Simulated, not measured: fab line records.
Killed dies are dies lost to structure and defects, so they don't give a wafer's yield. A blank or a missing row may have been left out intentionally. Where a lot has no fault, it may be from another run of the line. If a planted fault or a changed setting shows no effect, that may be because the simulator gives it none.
What tool caused it? :: flow n5 finfet :: 10 lots with 30 wafers sampled at 2 steps, on a route of 1938 steps

## WHAT EACH GAUGE READ, for each wafer
N5_BEOL_M0_SAQP_INSPECT_42: inspects for defects (brightfield).
lot: L075
measured: day 7 09:17
on: defect inspect-02
raw defect count: 505 270 336

lot: L078
measured: day 7 09:47
on: defect inspect-01
raw defect count: 449 262 360

lot: L080
measured: day 7 10:21
on: defect inspect-02
raw defect count: 224 356 338

lot: L082
measured: day 7 13:31
on: defect inspect-02
raw defect count: 284 485 386

lot: L083
measured: day 8 02:17
on: defect inspect-01
raw defect count: 347 300 316

lot: L085
measured: day 8 15:48
on: defect inspect-01
raw defect count: 348 454 381

lot: L088
measured: day 9 04:22
on: defect inspect-01
raw defect count: 471 326 339

lot: L091
measured: day 10 00:40
on: defect inspect-02
raw defect count: 287 212 263

lot: L094
measured: day 10 19:22
on: defect inspect-01
raw defect count: 311 215 243

lot: L097
measured: day 11 11:05
on: defect inspect-01
raw defect count: 277 299 239

## EACH LOT AND THE TOOL THAT RAN IT (in order: tool; ch and the chambers of the sampled wafers; start)
lot: L075
N5_BEOL_M0_SAQP_ETCH_106: rie diel-04 ch 1,2, day 7 05:14

lot: L078
N5_BEOL_M0_SAQP_ETCH_106: rie diel-04 ch 0,1,2, day 7 05:35

lot: L080
N5_BEOL_M0_SAQP_ETCH_106: rie diel-02 ch 1,2,3, day 7 06:58

lot: L082
N5_BEOL_M0_SAQP_ETCH_106: rie diel-04 ch 2,3, day 7 11:44

lot: L083
N5_BEOL_M0_SAQP_ETCH_106: rie diel-02 ch 2,3, day 7 23:40

lot: L085
N5_BEOL_M0_SAQP_ETCH_106: rie diel-04 ch 2,3, day 8 13:10

lot: L088
N5_BEOL_M0_SAQP_ETCH_106: rie diel-04 ch 0,1,3, day 9 02:46

lot: L091
N5_BEOL_M0_SAQP_ETCH_106: rie diel-04 ch 0,1,3, day 9 22:52

lot: L094
N5_BEOL_M0_SAQP_ETCH_106: rie diel-05 ch 1,2,3, day 10 17:02

lot: L097
N5_BEOL_M0_SAQP_ETCH_106: rie diel-02 ch 0,2,3, day 11 09:31
- N5_BEOL_M0_SAQP_ETCH_106: etches SOC in N2/H2, stops on SiNx, target depth 150 nm.

## THE ANSWER, worked out from the rows above alone
Rule: the usual values come from the lots themselves. Put in order of their means at a reading, lots are off if they are a third of the lots or fewer, leave a main group of 4 or more, and stand apart from it by a gap of 3 or more times the standard deviation of the main group's means; of several such gaps the widest counts. Not used: any main group whose means are identical at the precision the tables above print for the reading. Also off: a lot with no number at a reading for which 4 or more lots have one. The other lots that the step has rows for count as sound.
None of the lots is off at any reading shown; this tells nothing.

## WHAT WAS PUT IN BY THE SIMULATOR
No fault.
